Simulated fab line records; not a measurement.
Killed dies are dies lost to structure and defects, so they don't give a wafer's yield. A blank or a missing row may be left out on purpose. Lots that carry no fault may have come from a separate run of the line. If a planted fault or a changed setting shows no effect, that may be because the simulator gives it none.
fab line records -- flow nandHarc
[record] lots = 6, wafers = 18, lastDay = 32
route steps=1302 shown A_DECK1_JOINT@518 END@1302
lots untouched by any fault: they come from a run of this same line in which no faults occurred
startH: hours from the record's opening day to when the first of the lot's shown wafers began -- waitH: how many hours have passed since the lot's step before this one -- " identical to the entry in the row above -- L1.1+2: several wafers, shown together as one row -- - no value, or no start given -- * or withheld: withheld -- < > ~ a bound
route shown NAME@n: a module of which the file shows steps, and the number in the route of the first -- usual: mean/standard deviation taken from wafers without a fault -- same: alike in all rows -- chamber/n: place in a boat -- sites: readings site by site -- _std_site: the values' standard deviation -- _edge_site: mean of outer sites minus mean of inner sites -- radiusMm: for every site, how far away it sits from the centre of the wafer -- mask NAME#n: copy n -- behind: the last tool/chamber to shape the wafer -- hold: what put the lot on hold/how long, in hours/how the hold closed -- device: which transistor (n, p or np) failed to switch -- end of line: at the end of the route, the tests of the same wafers -- a step without rows: its recipe alone -- killed: dies that structure and defects cost at the first sort, which is not the same as the wafer's yield -- map: shows each die of a wafer: x if killed, . if not, _ if none is there
set.NAME: the run value of the setting; set.NAME@STEP: its run value at that earlier step -- model.NAME: the simulator's own value behind a step, which no gauge read
a table for each step, a row for each wafer; lots at some steps of the route
services: the hour from which a tool's chamber was out of use, counted from the record's first day as startH (under 0 if before that day), plus the number of hours and why
[[steps]]
[step NHARC_A_DECK1_JOINT_ETCHBACK_07]
[recipe] targetDepthA = 1050, timeS = 26.9, hbrFlowSccm = 150, rfW = 350, icpW = 350, biasW = 60, chemistry = HBr
[usual] drypumpMotorCurrentA = 5.5/0.51, heBacksideLeakSccm = 2.69/0.29, oesProductAu = 1.001/0.011, runLengthS = 48.1/0.44, throttleValvePct = 23.266/0.009
lot.wafer,tool,chamber,startH,waitH,drypumpMotorCurrentA,heBacksideLeakSccm,oesProductAu,rfHoursCounterH,runLengthS,throttleValvePct
L953.1,rieSi-05,3,266.00,0.1,6.0,2.43,0.991,0.9,48.1,23.262
L953.2,rieSi-05,0,266.00,0.1,6.1,2.98,1.006,1.1,48.2,23.265
L953.6,rieSi-05,3,266.00,0.1,6.0,2.54,0.988,-,47.5,23.255
L961.4,rieSi-01,3,348.17,0.1,5.0,2.71,1.001,0.9,47.1,23.266
L961.2,rieSi-01,2,348.17,0.1,5.4,2.37,0.993,0.7,48.2,23.276
L961.5,rieSi-01,0,348.17,0.1,6.6,2.65,0.992,-,48.2,23.273
L965.1,rieSi-03,3,382.78,0.1,5.2,2.96,1.007,1.1,49.5,23.260
L965.3,rieSi-03,1,382.78,0.1,4.7,2.94,0.987,1.1,48.5,23.272
L965.6,rieSi-03,2,382.78,0.1,5.5,2.91,1.002,-,48.1,23.267
L967.2,rieSi-03,0,408.02,0.1,6.0,2.71,0.990,0,47.9,23.257
L967.4,rieSi-03,2,408.02,0.1,5.5,2.98,1.007,0,48.3,23.264
L967.6,rieSi-03,0,408.02,0.1,6.0,2.56,0.993,-,47.8,23.265
L966.3,rieSi-01,2,408.04,0.1,5.4,2.40,1.001,0.3,48.0,23.277
L966.2,rieSi-01,3,408.04,0.1,5.0,2.93,0.989,0.3,47.5,23.265
L966.6,rieSi-01,2,408.04,0.1,5.4,2.41,0.997,-,48.0,23.259
L971.3,rieSi-03,3,443.54,0.1,5.2,3.09,0.996,0.2,49.3,23.279
L971.1,rieSi-03,0,443.54,0.1,5.9,2.74,0.991,0.3,47.8,23.257
L971.2,rieSi-03,1,443.54,0.1,4.7,2.72,0.989,0.2,48.8,23.272
[step NHARC_A_DECK1_JOINT_ETCH_25]
[recipe] targetDepthA = 5, chemistry = dHF, material = SiO2
[step NHARC_A_DECK1_JOINT_ETCH_19]
[recipe] tempC = 25, targetDepthA = 30, chemistry = TMAH, material = poly-Si
[step NHARC_A_DECK1_JOINT_ETCH_18]
[recipe] targetDepthA = 30, chemistry = dHF, material = SiO2
[step NHARC_A_DECK1_JOINT_WET_08]
[recipe] tempC = 160, timeS = 86, chemistry = H3PO4
[step NHARC_A_DECK1_JOINT_ETCH_09]
[recipe] targetDepthA = 50, chemistry = dHF, material = SiO2
[step NHARC_A_DECK1_JOINT_WET_10]
[recipe] tempC = 160, timeS = 86, chemistry = H3PO4
[step NHARC_A_DECK1_JOINT_ETCH_11]
[recipe] targetDepthA = 350, chemistry = dHF, material = SiO2
[step NHARC_A_DECK1_JOINT_CVD_12]
[recipe] targetThkA = 900, tempC = 620, pressureMtorr = 200, timeS = 1800, material = poly-Si
[step NHARC_A_DECK1_JOINT_CMP_13]
[recipe] targetThkNm = 51.023
[usual] edgeZonePressureFrac = 1.000/0.005, motorCurrentA = 12.1/1.2, timeToEndpointS = 9.8/2.2
lot.wafer,tool,chamber,startH,waitH,edgeZonePressureFrac,motorCurrentA,timeToEndpointS
L953.1,cmp-02,2,276.15,0.4,1.012,11.4,11.1
L953.2,cmp-02,3,276.15,0.4,0.996,12.4,12.4
L953.6,cmp-02,0,276.15,0.4,1.001,12.7,10.1
L961.4,cmp-02,3,360.65,0.4,1.000,12.0,7.4
L961.2,cmp-02,0,360.65,0.4,0.995,12.3,10.0
L961.5,cmp-02,2,360.65,0.4,0.999,11.4,9.1
L965.1,cmp-04,3,395.29,0.4,1.008,12.3,14.1
L965.3,cmp-04,0,395.29,0.4,1.006,10.4,11.4
L965.6,cmp-04,3,395.29,0.4,0.988,12.7,16.1
L966.2,cmp-02,3,418.19,0.4,1.002,12.3,8.6
L966.3,cmp-02,0,418.19,0.4,0.999,12.1,9.4
L966.6,cmp-02,3,418.19,0.4,1.004,13.0,8.1
L967.4,cmp-03,0,418.19,0.4,1.000,10.5,9.4
L967.2,cmp-03,3,418.19,0.4,0.995,14.4,8.2
L967.6,cmp-03,1,418.19,0.4,0.998,12.4,9.2
L971.3,cmp-04,1,453.84,0.4,1.008,11.8,10.9
L971.1,cmp-04,3,453.84,0.4,0.993,12.4,12.3
L971.2,cmp-04,0,453.84,0.4,1.002,10.4,11.0
[step NHARC_A_DECK1_JOINT_THK_MEAS_14]
[recipe] thkMeasGauge = ellipsometry
[usual] thkNm = 51.1/1.4
lot.wafer,tool,chamber,startH,waitH,thkNm
L953.1,filmMetro-01,-,276.35,0.2,51.2
L953.2,filmMetro-01,-,276.35,0.2,51.1
L953.6,filmMetro-01,-,276.35,0.2,52.8
L961.2,filmMetro-02,-,360.86,0.2,53.9
L961.4,filmMetro-02,-,360.86,0.2,51.4
L961.5,filmMetro-02,-,360.86,0.2,51.5
L965.1,filmMetro-02,-,395.52,0.2,53.7
L965.3,filmMetro-02,-,395.52,0.2,52.5
L965.6,filmMetro-02,-,395.52,0.2,53.6
L966.2,filmMetro-01,-,418.44,0.2,52.4
L966.3,filmMetro-01,-,418.44,0.2,49.9
L966.6,filmMetro-01,-,418.44,0.2,49.9
L967.2,filmMetro-02,-,418.45,0.2,49.2
L967.4,filmMetro-02,-,418.45,0.2,51.4
L967.6,filmMetro-02,-,418.45,0.2,48.8
L971.1,filmMetro-02,-,454.10,0.2,52.2
L971.2,filmMetro-02,-,454.10,0.2,51.4
L971.3,filmMetro-02,-,454.10,0.2,52.4
[step NHARC_A_DECK1_JOINT_SRD_04]
[step NHARC_A_DECK1_JOINT_ETCHBACK_00]
[recipe] targetDepthA = 300, timeS = 17.4, hbrFlowSccm = 150, rfW = 350, icpW = 350, biasW = 60, chemistry = HBr
[usual] drypumpMotorCurrentA = 5.6/0.54, heBacksideLeakSccm = 2.71/0.25, oesProductAu = 0.998/0.011, runLengthS = 38.6/0.42, throttleValvePct = 23.266/0.0095
lot.wafer,tool,chamber,startH,waitH,drypumpMotorCurrentA,heBacksideLeakSccm,oesProductAu,rfHoursCounterH,runLengthS,throttleValvePct
L953.1,rieSi-05,3,276.48,0.1,6.0,2.41,0.997,1.0,38.0,23.274
L953.2,rieSi-05,1,276.48,0.1,5.0,2.53,1.017,1.0,38.6,23.270
L953.6,rieSi-05,0,276.48,0.1,6.1,2.96,0.998,-,39.2,23.272
L961.2,rieSi-01,2,361.01,0.1,5.4,2.30,0.998,0.8,38.4,23.270
L961.4,rieSi-01,3,361.01,0.1,5.1,2.73,0.993,1.0,37.9,23.263
L961.5,rieSi-01,1,361.01,0.1,5.2,2.95,0.986,-,38.1,23.272
L965.3,rieSi-01,3,395.68,0.1,5.1,2.80,0.988,0.2,37.7,23.268
L965.1,rieSi-01,0,395.68,0.1,6.6,2.68,1.008,0.1,28.4,23.260
L965.6,rieSi-01,2,395.68,0.1,5.4,2.37,0.994,-,38.3,23.270
L966.2,rieSi-03,3,418.57,0.1,5.2,3.16,0.997,0.0,39.2,23.281
L966.3,rieSi-03,0,418.57,0.1,5.9,2.62,0.993,0.1,38.8,23.260
L966.6,rieSi-03,3,418.57,0.1,5.2,3.14,0.988,-,39.4,23.251
L967.4,rieSi-01,0,418.57,0.1,6.6,2.75,1.009,0.2,28.0,23.266
L967.2,rieSi-01,2,418.57,0.1,5.4,2.42,0.991,0.4,38.6,23.270
L967.6,rieSi-01,1,418.57,0.1,5.2,2.88,0.986,-,38.2,23.237
L971.3,rieSi-03,1,454.22,0.1,4.7,2.83,0.994,0.2,39.2,23.269
L971.2,rieSi-03,2,454.22,0.1,5.5,2.86,1.010,0.2,38.8,23.280
L971.1,rieSi-03,0,454.22,0.1,6.0,2.69,1.005,0.3,38.3,23.263
[step NHARC_A_DECK1_JOINT_PRECLEAN_30]
[recipe] timeS = *, tempC = 50, bathAgeMin = 0, chemistry = SC1
[step NHARC_END_SORT_01]
[recipe] tempC = 25
[usual] killedAtArray = 53/18, killedAtOther = 1.0/1.2, killedAtPeriphery = 3.6/2.4, killedDies = 58/18, killedOpen = 3.4/1.8, killedShort = 2.3/1.5
[same] grossDies = 677
lot.wafer,tool,chamber,startH,waitH,killedAtArray,killedAtOther,killedAtPeriphery,killedDies,killedOpen,killedShort
L967.2,prober-02,0,733.79,2.8,43,2,1,46,4,2
L967.4,prober-02,0,735.39,3.4,28,2,1,31,1,1
L967.6,prober-02,0,736.99,4.0,34,1,2,37,0,3
L971.1,prober-02,0,776.12,2.5,45,3,3,51,3,3
L971.2,prober-02,0,776.93,2.8,41,2,4,47,1,3
L971.3,prober-02,0,777.73,3.1,48,1,6,55,2,4
// killed by level:class
L967.2 A_CHANNEL_HOLE_D2:chamberFilmFlake=18 A_CHANNEL_HOLE_D1:chamberFilmFlake=8 A_STAIRCASE:chamberFilmFlake=4 A_DECK1_JOINT:chamberFilmFlake=3 A_SLIT:chamberFilmFlake=2 A_CONTACT:chamberFilmFlake=2 THIN_TSV:chamberFilmFlake=2 A_ONON_D1:geometricParticle:open=1
L967.4 A_CHANNEL_HOLE_D2:chamberFilmFlake=9 A_CHANNEL_HOLE_D1:chamberFilmFlake=9 A_SLIT:chamberFilmFlake=3 A_CONTACT:chamberFilmFlake=3 THIN_TSV:chamberFilmFlake=2 P_CONTACT:geometricParticle:short=1 A_ONON_D2:geometricParticle:open=1 A_CHANNEL_FILL_D1:chamberFilmFlake=1
L967.6 A_CHANNEL_HOLE_D2:chamberFilmFlake=16 A_CHANNEL_HOLE_D1:chamberFilmFlake=5 A_SLIT:chamberFilmFlake=5 A_DECK1_JOINT:chamberFilmFlake=2 P_M2:geometricParticle:short=1 A_CHANNEL_HOLE_D2:geometricParticle:short=1 A_WL_FILL:geometricParticle:short=1 P_BONDPAD:chamberFilmFlake=1
L971.1 A_SLIT:chamberFilmFlake=19 A_CHANNEL_HOLE_D1:chamberFilmFlake=7 A_CONTACT:chamberFilmFlake=7 A_M1:chamberFilmFlake=4 THIN_TSV:chamberFilmFlake=3 A_CHANNEL_FILL_D2:geometricParticle:short=2 P_CONTACT:geometricParticle:open=1 A_ONON_D1:geometricParticle:open=1
L971.2 A_SLIT:chamberFilmFlake=16 A_CONTACT:chamberFilmFlake=8 A_CHANNEL_HOLE_D1:chamberFilmFlake=5 A_M1:chamberFilmFlake=4 A_STAIRCASE:chamberFilmFlake=3 A_CHANNEL_FILL_D2:geometricParticle:short=2 THIN_TSV:chamberFilmFlake=2 P_GATE:geometricParticle:open=1
L971.3 A_SLIT:chamberFilmFlake=21 A_CONTACT:chamberFilmFlake=10 A_CHANNEL_HOLE_D1:chamberFilmFlake=6 A_M1:chamberFilmFlake=4 P_GATE:chamberFilmFlake=3 P_M0:geometricParticle:open=2 P_M0:geometricParticle:short=1 A_ONON_D1:geometricParticle:short=1
[[services]]
tool,chamber,startH,hours,kind
rieSi-01,0,260.91,5.2,repair
cmp-02,-,264.18,2.4,repair
rieSi-03,-,277.59,0.2,repair
cmp-04,-,281.41,0.5,repair
cmp-04,-,291.06,0.5,repair
rieSi-05,0,294.92,15.8,repair
rieSi-01,2,299.69,2.7,repair
rieSi-05,-,305.00,9.0,pm
rieSi-03,1,305.93,1.3,repair
cmp-04,-,307.00,4.0,pm
cmp-02,-,331.51,4.0,pm
cmp-04,-,343.83,0.5,repair
rieSi-03,2,344.00,4.5,repair
cmp-02,-,360.96,2.7,repair
rieSi-01,-,370.00,9.0,pm
cmp-02,-,373.87,0.9,repair
rieSi-05,2,393.56,2.3,repair
rieSi-03,-,398.00,9.0,pm
cmp-04,-,405.00,4.0,pm
cmp-02,-,405.33,1.8,repair
rieSi-03,2,423.07,4.2,repair
cmp-02,-,429.51,4.0,pm
rieSi-03,-,438.69,0.3,repair
rieSi-01,3,442.75,4.8,repair
[[key]]
[firstSign] step = NHARC_A_DECK1_JOINT_ETCHBACK_00, reading = runLengthS, direction = down, sigmas = 25, usual = *, struck = *
effect none on later readings
metAt NHARC_A_DECK1_JOINT_ETCHBACK_00
struckWafers L965.1,L967.4
testerLeftOut L965,L967
[fault] kind = processParameterDrift, tool = rieSi-01, chamber = 0, onsetH = 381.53, steps = NHARC_A_DECK1_JOINT_ETCHBACK_00, channel = timeS, offset = *, shape = step, endH = 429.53, actsIn = *, stated = *
// testerLeftOut: of these lots the tester's yield and bins aren't shown, on N5 and GAA mostly nor the transistor test; their killed dies are dies lost to structure and defects alone, not to doping, threshold or leakage, so they don't give the yield
